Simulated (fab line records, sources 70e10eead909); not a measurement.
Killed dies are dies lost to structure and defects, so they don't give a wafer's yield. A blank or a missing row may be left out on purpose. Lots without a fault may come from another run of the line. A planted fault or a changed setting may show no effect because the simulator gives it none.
fab line records | flow nand_harc
record lots=13 wafers=39 last_day=24
route steps=1159 shown A_ONON_D1@438 THIN_TSV@1120 END@1159
lots that met no fault: from a run of the same line without faults
start_h: hours from the record's first day to the start of the lot's first wafer shown | wait_h: hours since the lot's step before | " the same as in the row above | L1.1+2: a row that stands for several wafers | - no value, or no start given | * or withheld: withheld | < > ~ a bound
route shown NAME@n: a module of which the file shows steps, and the number in the route of the first | usual: mean/standard deviation of fault-free wafers | same: alike in all rows | chamber/n: place in a boat | sites: the reading at each site | _std_site: their standard deviation | _edge_site: outer sites' mean less inner sites' | radius_mm: how far each site lies from the wafer's centre | mask NAME#n: copy n | behind: the tool/chamber that last shaped the wafer | hold: why the lot was held/for how many hours/how that ended | device: the transistor (n, p or np) that didn't switch | end of line: the same wafers' tests at the end of the route | a step without rows: its recipe alone | killed: dies lost to structure and defects at the first sort, not the wafer's yield | map: a wafer's dies, x killed, . not, _ none there
set.NAME: the setting as run; set.NAME@STEP: as run at that earlier step | model.NAME: the simulator's own value behind a step, which no gauge read
steps of the route over a sample of lots; a table a step, a row a wafer
services: from which hour (start_h, from the record's first day; less than 0 if before it) a tool's chamber was out of use, for how many hours, and why
## steps
# step NHARC_A_ONON_D1_DEP_19
# recipe target_thk_a=10000 n2_flow_sccm=2750 n2o_flow_sccm=2000 nh3_flow_sccm=500 sih4_flow_sccm=210 temp_c=400
# usual n2o_flow_sccm=2000/5.3
# columns lot.wafer tool chamber start_h wait_h n2o_flow_sccm
L868.1 pecvd_onon-01 0 176.57 0.1 2003
L868.2 " 0 " " 1997
L868.6 " 0 " " 1996
L870.1 pecvd_onon-02 0 189.26 0.1 2000
L870.3 " 0 " " 1995
L870.5 " 0 " " 1995
L871.2 pecvd_onon-01 0 189.31 0.1 2004
L871.4 " 0 " " 2004
L871.5 " 0 " " 1994
L873.4 pecvd_onon-03 0 199.84 0.4 1999
L873.5 " 0 " " 1997
L873.6 " 0 " " 2001
L872.4 pecvd_onon-02 0 199.85 0.4 2003
L872.5 " 0 " " 1994
L872.6 " 0 " " 1999
L876.1 pecvd_onon-03 0 224.83 0.1 2005
L876.2 " 0 " " 1997
L876.3 " 0 " " 2004
L883.1 pecvd_onon-02 0 262.12 0.1 2003
L883.5 " 0 " " 2004
L883.6 " 0 " " 1996
L885.1 pecvd_onon-03 0 275.47 0.1 1988
L885.3 " 0 " " 1996
L885.5 " 0 " " 1990
L887.2 pecvd_onon-03 0 288.54 0.1 2015
L887.4 " 0 " " 2006
L887.5 " 0 " " 2009
L886.2 pecvd_onon-01 0 288.58 0.1 1996
L886.3 " 0 " " 2003
L886.6 " 0 " " 2000
L888.1 pecvd_onon-03 0 291.83 0.1 1993
L888.4 " 0 " " 2002
L888.5 " 0 " " 2003
L890.1 pecvd_onon-01 0 295.30 0.1 2002
L890.2 " 0 " " 1994
L890.3 " 0 " " 1994
L889.2 pecvd_onon-03 0 295.36 0.1 1996
L889.4 " 0 " " 1996
L889.5 " 0 " " 2002
# step NHARC_THIN_TSV_ETCH_15
# recipe target_depth_a=30000 bosch_target_overetch_cycles=2 bosch_etch_step_s=2.8 bosch_dep_step_s=1.2 bosch_cycles=14
# usual drypump_motor_current_A=5.6/0.44
# columns lot.wafer tool chamber start_h wait_h drypump_motor_current_A rf_hours_counter_h
L871.4 rie_si-06 3 446.27 - 6.4 0.7
L871.2 " 0 " " 5.8 0.7
L871.5 " 1 " " 5.8 -
L868.1 rie_si-03 1 447.56 - 5.7 1.1
L868.2 " 0 " " 5.4 1.1
L868.6 " 1 " " 5.7 -
L870.1 rie_si-03 0 453.65 - 5.4 1.2
L870.3 " 1 " " 5.7 1.1
L870.5 " 0 " " 5.4 -
L872.4 rie_si-02 0 454.88 - 6.2 0.6
L872.5 " 1 " " 5.5 -
L872.6 " 2 " " 6.2 -
L873.4 rie_si-06 1 455.94 - 5.7 0.8
L873.6 " 1 " " 5.8 -
L873.5 " 2 " " 4.8 -
L876.3 rie_si-06 1 478.23 - 5.8 1.0
L876.1 " 2 " " 4.7 0.9
L876.2 " 3 " " 6.4 0.9
L883.1 rie_si-03 2 504.19 - 5.3 1.6
L883.5 " 1 " " 5.7 -
L883.6 " 2 " " 5.3 -
L885.3 rie_si-03 1 534.79 - 5.6 0.1
L885.1 " 3 " " 5.5 0.1
L885.5 " 1 " " 5.7 -
L886.3 rie_si-06 0 536.04 - 5.7 1.7
L886.2 " 1 " " 5.8 1.6
L886.6 " 2 " " 4.8 -
L887.4 rie_si-03 3 537.15 - 5.5 0.1
L887.2 " 1 " " 5.7 0.2
L887.5 " 0 " " 5.4 -
L888.4 rie_si-02 2 541.24 - 6.2 1.2
L888.1 " 3 " " 5.4 1.2
L888.5 " 0 " " 6.2 -
L889.4 rie_si-03 0 553.08 - 5.4 0.4
L889.2 " 1 " " 5.7 0.4
L889.5 " 0 " " 5.4 -
L890.1 rie_si-06 0 557.40 - 5.7 0.0
L890.2 " 1 " " 5.8 0.0
L890.3 " 2 " " 4.8 0.0
# step NHARC_THIN_TSV_CD_MEAS_33
# recipe target_cd_nm=5000 landing_energy_ev=500
# usual cd_nm=4999.5/1.8
# columns lot.wafer tool chamber start_h wait_h cd_nm
L871.2 cd_sem-03 0 451.29 - 4996.3
L871.4 " 0 " " 4996.5
L871.5 " 0 " " 5000.0
L868.1 cd_sem-01 0 452.93 - 5001.5
L868.2 " 0 " " 4998.9
L868.6 " 0 " " 5001.3
L870.1 cd_sem-01 0 458.88 - 4997.7
L870.3 " 0 " " 4999.8
L870.5 " 0 " " 4999.2
L872.4 cd_sem-02 0 460.02 - 4997.9
L872.5 " 0 " " 4996.2
L872.6 " 0 " " 4998.7
L873.4 cd_sem-01 0 460.92 - 4997.7
L873.5 " 0 " " 4998.1
L873.6 " 0 " " 4998.9
L876.1 cd_sem-02 0 483.24 - 4999.2
L876.2 " 0 " " 5001.3
L876.3 " 0 " " 4998.0
L883.1 cd_sem-02 0 509.15 - 4997.9
L883.5 " 0 " " 4999.7
L883.6 " 0 " " 5000.3
L885.1 cd_sem-02 0 539.77 - 4998.4
L885.3 " 0 " " 5000.6
L885.5 " 0 " " 4999.1
L886.2 cd_sem-02 0 541.41 - 4999.8
L886.3 " 0 " " 5002.5
L886.6 " 0 " " 5000.2
L887.2 cd_sem-03 0 542.29 - 4999.5
L887.4 " 0 " " 4999.6
L887.5 " 0 " " 4996.0
L888.1 cd_sem-02 0 547.15 - 5000.1
L888.4 " 0 " " 4998.2
L888.5 " 0 " " 5000.8
L889.2 cd_sem-01 0 558.54 - 4996.9
L889.4 " 0 " " 4996.7
L889.5 " 0 " " 5000.0
L890.1 cd_sem-03 0 562.60 - 5000.3
L890.2 " 0 " " 4999.6
L890.3 " 0 " " 5001.6
# step NHARC_THIN_TSV_DESCUM_35
# recipe time_s=3 o2_flow_sccm=200 ar_flow_sccm=0 bias_power_w=0 chemistry=O2
# usual drypump_motor_current_A=5.6/0.47 oes_product_au=1.002/0.011 rf_vpp_V=58.0/0.89 showerhead_plenum_p_Torr=1.94/0.059 throttle_valve_pct=11.312/0.0095
# same bias_power_w=0
# columns lot.wafer tool chamber start_h wait_h drypump_motor_current_A oes_product_au rf_hours_counter_h rf_vpp_V showerhead_plenum_p_Torr throttle_valve_pct
L871.4 rie_diel-02 0 451.45 - 5.8 1.014 12 56.7 1.94 11.300
L871.2 " 1 " " 6.3 1.005 12 58.2 1.97 11.327
L871.5 " 1 " " 6.3 1.010 - 58.4 1.97 11.311
L868.2 rie_diel-08 3 453.11 - 5.8 1.012 12 58.2 1.89 11.309
L868.1 " 0 " " 6.4 1.005 9 55.7 1.91 11.301
L868.6 " 2 " " 5.6 0.983 - 58.5 2.00 11.319
L870.3 rie_diel-03 1 459.07 - 5.5 0.989 2 59.1 1.94 11.304
L870.1 " 3 " " 5.2 1.003 6 59.8 1.88 11.324
L870.5 " 0 " " 4.8 1.000 - 58.2 2.04 11.319
L872.4 rie_diel-03 0 460.18 - 4.9 1.008 6 58.9 2.04 11.310
L872.6 " 3 " " 5.2 1.016 - 59.4 1.88 11.322
L872.5 " 0 " " 4.8 0.998 - 59.3 2.05 11.308
L873.4 rie_diel-08 3 461.09 - 5.7 1.015 12 58.2 1.89 11.324
L873.5 " 1 " " 5.0 1.006 - 56.9 1.88 11.307
L873.6 " 2 " " 5.6 0.992 - 57.9 2.00 11.296
L876.2 rie_diel-03 0 483.40 - 4.8 1.007 8 57.4 2.04 11.308
L876.1 " 2 " " 5.7 1.013 8 59.7 2.02 11.310
L876.3 " 3 " " 5.3 1.020 8 57.4 1.88 11.309
L883.1 rie_diel-03 3 509.35 - 5.3 1.018 10 57.3 1.88 11.311
L883.6 " 0 " " 4.9 1.008 - 58.2 2.04 11.320
L883.5 " 1 " " 5.4 0.993 - 58.2 1.94 11.323
L885.3 rie_diel-08 3 539.93 - 5.7 1.019 4 57.7 1.88 11.310
L885.1 " 2 " " 5.6 0.979 4 57.6 1.99 11.324
L885.5 " 3 " " 5.8 1.011 - 59.1 1.88 11.313
L886.2 rie_diel-08 0 541.58 - 6.4 0.996 4 57.7 1.91 11.315
L886.3 " 1 " " 5.0 0.995 4 56.7 1.88 11.306
L886.6 " 0 " " 6.4 0.994 - 57.4 1.91 11.302
L887.4 rie_diel-08 0 542.46 - 6.4 0.994 4 57.0 1.91 11.310
L887.2 " 2 " " 5.6 0.984 4 58.8 1.99 11.308
L887.5 " 0 " " 6.4 0.994 - 58.4 1.91 11.311
L888.1 rie_diel-08 1 547.31 - 5.0 0.997 4 58.1 1.88 11.293
L888.4 " 0 " " 6.4 1.003 4 57.0 1.91 11.307
L888.5 " 2 " " 5.6 0.980 - 57.4 1.99 11.317
L889.4 rie_diel-02 3 558.72 - 5.7 0.993 5 57.7 2.00 11.302
L889.2 " 0 " " 5.8 0.978 5 57.8 1.94 11.309
L889.5 " 2 " " 5.7 0.993 - 58.6 1.98 11.300
L890.1 rie_diel-08 2 562.76 - 5.6 0.991 5 56.7 1.99 11.323
L890.2 " 3 " " 5.8 1.009 6 57.3 1.88 11.307
L890.3 " 1 " " 5.0 0.994 5 58.6 1.88 11.305
# step NHARC_END_SORT_01
# recipe temp_c=25
# usual killed_at_array=27/8.8 killed_at_other=0.4/0.82 killed_at_periphery=3.1/2.1 killed_dies=31/8.8 killed_open=3.3/2 killed_short=2.0/1.4
# same gross_dies=677
# columns lot.wafer tool chamber start_h wait_h killed_at_array killed_at_other killed_at_periphery killed_dies killed_open killed_short
L868.1 prober-01 0 466.76 2.5 18 0 4 22 1 4
L868.2 prober-01 0 467.56 2.8 15 1 4 20 2 1
L868.6 prober-01 0 470.76 4.0 18 0 2 20 2 4
L871.2 prober-02 0 468.61 2.8 20 0 4 24 5 2
L871.4 prober-02 0 470.22 3.4 18 0 5 23 4 3
L871.5 prober-02 0 471.02 3.7 18 0 5 23 5 2
L870.1 prober-01 0 474.56 2.5 37 0 1 38 3 1
L870.3 prober-01 0 476.16 3.1 37 1 1 39 3 1
L870.5 prober-01 0 477.76 3.7 29 0 0 29 0 0
L873.4 prober-02 0 477.97 3.4 33 0 2 35 6 1
L873.5 prober-02 0 478.77 3.7 25 0 6 31 4 3
L873.6 prober-02 0 479.57 4.0 32 0 3 35 6 1
L872.4 prober-01 0 484.77 3.4 7 0 6 13 2 1
L872.5 prober-01 0 485.57 3.7 15 0 2 17 1 0
L872.6 prober-01 0 486.37 4.0 10 0 2 12 1 2
L876.1 prober-01 0 497.92 2.5 13 0 5 18 4 2
L876.2 prober-01 0 498.72 2.8 15 0 8 23 2 0
L876.3 prober-01 0 499.52 3.1 13 0 3 16 2 1
L883.1 prober-01 0 517.07 2.5 67 1 6 74 5 4
L883.5 prober-01 0 520.29 3.7 61 0 4 65 3 1
L883.6 prober-01 0 521.10 4.0 60 0 7 67 3 2
L885.1 prober-02 0 553.82 2.5 25 3 10 38 3 4
L885.3 prober-02 0 555.40 3.1 27 0 3 30 2 0
L885.5 prober-02 0 556.98 3.7 22 1 6 29 2 4
L886.2 prober-01 0 554.68 2.8 27 0 5 32 4 0
L886.3 prober-01 0 555.48 3.1 26 0 1 27 6 2
L886.6 prober-01 0 557.86 4.0 31 1 3 35 2 1
L888.1 prober-01 0 561.68 2.5 33 0 3 36 2 0
L888.4 prober-01 0 564.06 3.4 25 0 7 32 2 2
L888.5 prober-01 0 564.86 3.7 35 0 1 36 1 2
L887.2 prober-02 0 562.39 2.8 27 0 3 30 2 0
L887.4 prober-02 0 563.96 3.4 26 1 5 32 5 2
L887.5 prober-02 0 564.75 3.7 28 1 4 33 3 1
L889.2 prober-02 0 570.12 2.8 53 0 0 53 2 0
L889.4 prober-02 0 571.69 3.4 41 0 4 45 7 1
L889.5 prober-02 0 572.48 3.6 49 0 1 50 6 2
L890.1 prober-01 0 571.54 2.5 38 0 5 43 4 4
L890.2 prober-01 0 572.33 2.8 37 0 4 41 2 1
L890.3 prober-01 0 573.11 3.1 42 1 5 48 7 2
# killed by level:class
L868.1 A_STAIRCASE:chamber_film_flake=4 A_WL_FILL:chamber_film_flake=4 P_GATE:chamber_film_flake=3 A_CONTACT:chamber_film_flake=2 P_STI:geometric_particle:short=1 A_ONON_D1:geometric_particle:short=1 A_CHANNEL_FILL_D1:geometric_particle:short=1 A_CHANNEL_FILL_D1:geometric_particle:open=1
L868.2 A_WL_FILL:chamber_film_flake=5 A_STAIRCASE:chamber_film_flake=4 A_SLIT:chamber_film_flake=2 A_CONTACT:chamber_film_flake=2 P_M0:geometric_particle:open=1 P_M2:geometric_particle:short=1 A_CHANNEL_HOLE_D1:geometric_particle:open=1 P_ZERO_WELL:chamber_film_flake=1
L871.2 A_SLIT:chamber_film_flake=7 A_CHANNEL_HOLE_D1:chamber_film_flake=3 P_M0:geometric_particle:open=2 A_STAIRCASE:chamber_film_flake=2 A_SGD_CUT:chamber_film_flake=2 A_CONTACT:chamber_film_flake=2 P_CONTACT:geometric_particle:open=1 A_WL_FILL:geometric_particle:short=1
L871.4 A_SLIT:chamber_film_flake=4 A_CONTACT:geometric_particle:open=3 P_ZERO_WELL:chamber_film_flake=3 A_STAIRCASE:chamber_film_flake=3 A_CHANNEL_HOLE_D1:chamber_film_flake=2 A_WL_FILL:chamber_film_flake=2 P_M0:geometric_particle:open=1 A_CHANNEL_FILL_D1:geometric_particle:short=1
L868.6 A_WL_FILL:chamber_film_flake=3 A_WL_FILL:geometric_particle:short=2 P_GATE:chamber_film_flake=2 A_CHANNEL_HOLE_D1:chamber_film_flake=2 A_STAIRCASE:chamber_film_flake=2 A_SLIT:chamber_film_flake=2 A_SGD_CUT:geometric_particle:short=1 A_SGD_CUT:geometric_particle:open=1
L871.5 A_SLIT:chamber_film_flake=7 A_CONTACT:geometric_particle:open=2 P_ZERO_WELL:chamber_film_flake=2 A_CHANNEL_HOLE_D1:chamber_film_flake=2 A_STAIRCASE:chamber_film_flake=2 A_CONTACT:chamber_film_flake=2 P_GATE:geometric_particle:open=1 P_CONTACT:geometric_particle:short=1
L870.1 A_CHANNEL_HOLE_D1:chamber_film_flake=10 A_SLIT:chamber_film_flake=7 A_M1:chamber_film_flake=6 A_CONTACT:chamber_film_flake=3 A_CONTACT:geometric_particle:open=2 A_ZERO_WELL:chamber_film_flake=2 A_WL_FILL:chamber_film_flake=2 A_BLC:chamber_film_flake=2
L870.3 A_CHANNEL_HOLE_D1:chamber_film_flake=13 A_SLIT:chamber_film_flake=12 A_CONTACT:chamber_film_flake=4 A_STAIRCASE:chamber_film_flake=2 P_M0:geometric_particle:open=1 A_WL_FILL:geometric_particle:short=1 A_CONTACT:geometric_particle:open=1 STARTING-WAFER:geometric_particle:open=1
L870.5 A_SLIT:chamber_film_flake=10 A_CHANNEL_HOLE_D1:chamber_film_flake=9 A_STAIRCASE:chamber_film_flake=3 A_CONTACT:chamber_film_flake=3 A_M1:chamber_film_flake=2 A_ZERO_WELL:chamber_film_flake=1 A_CHANNEL_FILL_D1:chamber_film_flake=1
L873.4 A_CHANNEL_HOLE_D1:chamber_film_flake=13 A_CONTACT:chamber_film_flake=5 A_M1:chamber_film_flake=4 A_STAIRCASE:chamber_film_flake=3 A_SOURCE_PLATE:geometric_particle:open=2 P_M2:geometric_particle:open=1 A_STAIRCASE:geometric_particle:open=1 A_WL_FILL:geometric_particle:short=1
L873.5 A_CHANNEL_HOLE_D1:chamber_film_flake=8 A_STAIRCASE:chamber_film_flake=7 A_CONTACT:chamber_film_flake=3 A_CONTACT:geometric_particle:short=2 A_M1:chamber_film_flake=2 P_CONTACT:geometric_particle:open=1 P_M0:geometric_particle:open=1 P_M1:geometric_particle:open=1
L873.6 A_CHANNEL_HOLE_D1:chamber_film_flake=14 A_STAIRCASE:chamber_film_flake=5 P_ZERO_WELL:chamber_film_flake=3 A_CONTACT:chamber_film_flake=3 A_CONTACT:geometric_particle:open=2 A_BLC:geometric_particle:open=2 A_CHANNEL_FILL_D1:geometric_particle:open=1 A_WL_FILL:geometric_particle:short=1
L872.4 P_ZERO_WELL:chamber_film_flake=5 A_CONTACT:chamber_film_flake=3 A_CHANNEL_HOLE_D1:chamber_film_flake=2 P_STI:geometric_particle:open=1 A_ONON_D1:geometric_particle:open=1 A_WL_FILL:geometric_particle:short=1
L872.5 A_STAIRCASE:chamber_film_flake=5 A_M1:chamber_film_flake=4 A_CHANNEL_HOLE_D1:chamber_film_flake=3 A_CONTACT:chamber_film_flake=2 P_GATE:geometric_particle:open=1 P_ZERO_WELL:chamber_film_flake=1 A_WL_FILL:chamber_film_flake=1
L872.6 A_CHANNEL_HOLE_D1:chamber_film_flake=3 A_STAIRCASE:chamber_film_flake=3 A_CONTACT:chamber_film_flake=3 P_GATE:geometric_particle:open=1 P_M1:geometric_particle:short=1 A_WL_FILL:geometric_particle:short=1
L876.1 P_BONDPAD:chamber_film_flake=5 A_CHANNEL_HOLE_D1:chamber_film_flake=4 A_CONTACT:chamber_film_flake=2 A_ONON_D1:geometric_particle:short=1 A_ONON_D1:geometric_particle:open=1 A_CHANNEL_FILL_D1:geometric_particle:open=1 A_WL_FILL:geometric_particle:short=1 A_CONTACT:geometric_particle:open=1
L876.2 P_BONDPAD:chamber_film_flake=5 A_CONTACT:chamber_film_flake=5 A_CHANNEL_HOLE_D1:chamber_film_flake=4 A_STAIRCASE:chamber_film_flake=4 P_M0:geometric_particle:open=1 A_WL_FILL:geometric_particle:open=1 P_ZERO_WELL:chamber_film_flake=1 P_CONTACT:chamber_film_flake=1
L876.3 A_CONTACT:chamber_film_flake=6 P_BONDPAD:chamber_film_flake=3 A_CHANNEL_HOLE_D1:chamber_film_flake=3 A_CHANNEL_HOLE_D1:geometric_particle:open=1 A_STAIRCASE:geometric_particle:open=1 A_CONTACT:geometric_particle:short=1 A_STAIRCASE:chamber_film_flake=1
L883.1 A_ONON_D1:unspecified=34 A_SLIT:chamber_film_flake=11 A_CONTACT:chamber_film_flake=10 A_CHANNEL_HOLE_D1:chamber_film_flake=6 P_STI:geometric_particle:open=2 A_CHANNEL_FILL_D1:geometric_particle:short=2 P_GATE:chamber_film_flake=2 P_CONTACT:geometric_particle:short=1
L883.5 A_ONON_D1:unspecified=31 A_SLIT:chamber_film_flake=11 A_CHANNEL_HOLE_D1:chamber_film_flake=6 A_CONTACT:chamber_film_flake=6 A_STAIRCASE:chamber_film_flake=4 P_GATE:chamber_film_flake=2 A_CONTACT:geometric_particle:open=2 P_CONTACT:geometric_particle:open=1
L883.6 A_ONON_D1:unspecified=34 A_SLIT:chamber_film_flake=10 A_CONTACT:chamber_film_flake=8 P_GATE:chamber_film_flake=5 A_CHANNEL_HOLE_D1:chamber_film_flake=3 A_WL_FILL:geometric_particle:short=2 P_CONTACT:geometric_particle:open=1 A_CHANNEL_HOLE_D1:geometric_particle:open=1
L885.1 A_CHANNEL_HOLE_D1:chamber_film_flake=17 P_STI:chamber_film_flake=4 P_M0:chamber_film_flake=4 A_STAIRCASE:geometric_particle:open=2 A_STAIRCASE:chamber_film_flake=2 THIN_TSV:chamber_film_flake=2 P_M1:geometric_particle:short=1 A_ONON_D1:geometric_particle:short=1
L886.2 A_SLIT:chamber_film_flake=12 A_CHANNEL_HOLE_D1:chamber_film_flake=5 A_WL_FILL:chamber_film_flake=3 A_CONTACT:chamber_film_flake=3 A_CHANNEL_FILL_D1:geometric_particle:open=2 P_STI:chamber_film_flake=2 A_ONON_D1:geometric_particle:open=1 A_BLC:geometric_particle:open=1
L885.3 A_CHANNEL_HOLE_D1:chamber_film_flake=21 A_STAIRCASE:chamber_film_flake=4 A_CHANNEL_FILL_D1:geometric_particle:open=1 P_STI:chamber_film_flake=1 A_BLC:geometric_particle:open=1 P_GATE:chamber_film_flake=1 P_M0:chamber_film_flake=1
L886.3 A_SLIT:chamber_film_flake=11 A_CONTACT:geometric_particle:open=2 A_CHANNEL_HOLE_D1:chamber_film_flake=2 A_STAIRCASE:chamber_film_flake=2 A_SOURCE_PLATE:geometric_particle:short=1 A_ONON_D1:geometric_particle:open=1 A_WL_FILL:geometric_particle:open=1 A_BLC:geometric_particle:open=1
L885.5 A_CHANNEL_HOLE_D1:chamber_film_flake=16 P_M0:chamber_film_flake=3 P_STI:chamber_film_flake=2 A_ONON_D1:geometric_particle:short=1 A_CONTACT:geometric_particle:open=1 A_CONTACT:geometric_particle:short=1 A_BLC:geometric_particle:short=1 A_M0:geometric_particle:open=1
L886.6 A_SLIT:chamber_film_flake=14 A_CHANNEL_HOLE_D1:chamber_film_flake=6 A_STAIRCASE:chamber_film_flake=3 A_CONTACT:chamber_film_flake=3 A_CHANNEL_FILL_D1:chamber_film_flake=1 A_CHANNEL_HOLE_D1:geometric_particle:open=1 A_CHANNEL_FILL_D1:geometric_particle:short=1 A_WL_FILL:geometric_particle:open=1
L888.1 A_CHANNEL_HOLE_D1:chamber_film_flake=26 A_STAIRCASE:chamber_film_flake=3 P_M0:geometric_particle:open=1 A_WL_FILL:geometric_particle:open=1 P_GATE:chamber_film_flake=1 P_M1:chamber_film_flake=1 A_SLIT:chamber_film_flake=1 A_WL_FILL:chamber_film_flake=1
L887.2 A_CHANNEL_HOLE_D1:chamber_film_flake=17 A_WL_FILL:chamber_film_flake=4 P_GATE:chamber_film_flake=3 A_STAIRCASE:chamber_film_flake=2 A_CONTACT:chamber_film_flake=2 A_SGD_CUT:geometric_particle:open=1 A_M1:geometric_particle:open=1
L887.4 A_CHANNEL_HOLE_D1:chamber_film_flake=20 P_STI:geometric_particle:short=1 P_GATE:geometric_particle:open=1 P_CONTACT:geometric_particle:open=1 P_M0:geometric_particle:open=1 A_STAIRCASE:geometric_particle:open=1 A_SGD_CUT:geometric_particle:short=1 A_BLC:geometric_particle:open=1
L888.4 A_CHANNEL_HOLE_D1:chamber_film_flake=20 P_GATE:chamber_film_flake=3 P_STI:chamber_film_flake=2 A_STAIRCASE:chamber_film_flake=2 P_CONTACT:geometric_particle:short=1 P_M0:geometric_particle:short=1 A_WL_FILL:geometric_particle:open=1 A_BLC:geometric_particle:open=1
L887.5 A_CHANNEL_HOLE_D1:chamber_film_flake=21 P_GATE:chamber_film_flake=3 A_BLC:geometric_particle:open=2 A_WL_FILL:chamber_film_flake=2 A_CONTACT:geometric_particle:open=1 A_BLC:geometric_particle:short=1 P_STI:chamber_film_flake=1 A_STAIRCASE:chamber_film_flake=1
L888.5 A_CHANNEL_HOLE_D1:chamber_film_flake=25 A_WL_FILL:chamber_film_flake=3 A_CONTACT:chamber_film_flake=3 P_M0:geometric_particle:open=1 A_SOURCE_PLATE:geometric_particle:short=1 A_CHANNEL_FILL_D1:geometric_particle:short=1 A_STAIRCASE:chamber_film_flake=1 A_SLIT:chamber_film_flake=1
L889.2 A_CHANNEL_HOLE_D1:chamber_film_flake=26 A_SLIT:chamber_film_flake=18 A_CONTACT:chamber_film_flake=3 A_STAIRCASE:chamber_film_flake=2 A_ONON_D1:geometric_particle:open=1 A_SGD_CUT:geometric_particle:open=1 A_WL_FILL:chamber_film_flake=1 A_BLC:chamber_film_flake=1
L890.1 A_SLIT:chamber_film_flake=16 A_CHANNEL_HOLE_D1:chamber_film_flake=5 A_STAIRCASE:chamber_film_flake=5 A_CONTACT:chamber_film_flake=5 P_M1:chamber_film_flake=4 A_CHANNEL_FILL_D1:geometric_particle:short=2 P_M0:geometric_particle:open=1 A_SOURCE_PLATE:geometric_particle:short=1
L889.4 A_CHANNEL_HOLE_D1:chamber_film_flake=18 A_SLIT:chamber_film_flake=12 A_STAIRCASE:chamber_film_flake=3 A_WL_FILL:geometric_particle:open=2 A_CONTACT:geometric_particle:open=2 P_BONDPAD:chamber_film_flake=2 P_CONTACT:geometric_particle:open=1 P_BONDPAD:geometric_particle:open=1
L890.2 A_SLIT:chamber_film_flake=14 A_CHANNEL_HOLE_D1:chamber_film_flake=7 A_STAIRCASE:chamber_film_flake=7 A_CONTACT:chamber_film_flake=5 P_M1:chamber_film_flake=2 A_BLC:geometric_particle:open=1 A_M0:geometric_particle:short=1 A_M1:geometric_particle:open=1
L889.5 A_CHANNEL_HOLE_D1:chamber_film_flake=22 A_SLIT:chamber_film_flake=12 A_CONTACT:chamber_film_flake=5 A_M0:geometric_particle:open=2 A_BLC:chamber_film_flake=2 A_SOURCE_PLATE:geometric_particle:open=1 A_SOURCE_PLATE:geometric_particle:short=1 A_ONON_D1:geometric_particle:short=1
L890.3 A_SLIT:chamber_film_flake=13 A_CHANNEL_HOLE_D1:chamber_film_flake=10 A_CONTACT:chamber_film_flake=9 P_M1:chamber_film_flake=3 A_STAIRCASE:chamber_film_flake=3 A_CHANNEL_FILL_D1:geometric_particle:open=2 A_CONTACT:geometric_particle:open=2 P_GATE:geometric_particle:open=1
## services
# columns tool chamber start_h hours kind
pecvd_onon-03 - 153.11 13.0 pm
rie_si-03 - 155.00 9.0 pm
rie_si-06 - 183.00 9.0 pm
pecvd_onon-03 - 246.56 2.9 repair
rie_si-03 0 248.01 9.7 repair
rie_si-03 - 257.11 3.4 repair
rie_diel-08 1 259.19 13.7 repair
rie_diel-08 0 282.59 11.5 repair
pecvd_onon-03 - 286.80 1.2 repair
rie_diel-08 - 301.80 9.0 pm
rie_si-03 0 312.01 6.6 repair
rie_diel-08 0 317.71 16.9 repair
rie_si-03 - 332.00 9.0 pm
pecvd_onon-03 - 334.11 13.0 pm
rie_si-06 - 335.05 0.5 repair
rie_diel-08 2 338.65 2.7 repair
rie_si-03 - 342.25 0.7 repair
rie_si-03 3 391.06 22.4 repair
rie_diel-08 1 428.03 9.2 repair
rie_diel-08 - 478.82 9.0 pm
rie_si-03 - 509.00 9.0 pm
pecvd_onon-03 - 515.11 13.0 pm
rie_diel-08 1 518.18 2.1 repair
rie_diel-08 0 561.79 6.4 repair
## key
first_sign step=NHARC_END_SORT_01 reading=killed_dies direction=up sigmas=4.3 usual=31 struck=69
effect step=NHARC_END_SORT_01 reading=killed_at_array direction=up sigmas=4 usual=27 struck=63
more_kills_born_at NHARC_A_ONON_D1_DEP_19@pecvd_onon-02=99
met_at NHARC_A_ONON_D1_DEP_19
struck_lots L883
tester_left_out L883
not_acting_at NHARC_THIN_TSV_ETCH_15,NHARC_THIN_TSV_CD_MEAS_33,NHARC_THIN_TSV_DESCUM_35
onset_between 199.85 262.12
fault kind=chamber_particle_source tool=pecvd_onon-02 chamber=- onset_h=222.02 steps=NHARC_A_ONON_D1_DEP_19 rate_per_visit_cm2=0.60224 end_h=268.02
# tester_left_out: of these lots the tester's yield and bins aren't shown, on N5 and GAA mostly nor the transistor test; their killed dies are dies lost to structure and defects alone, not to doping, threshold or leakage, so they don't give the yield
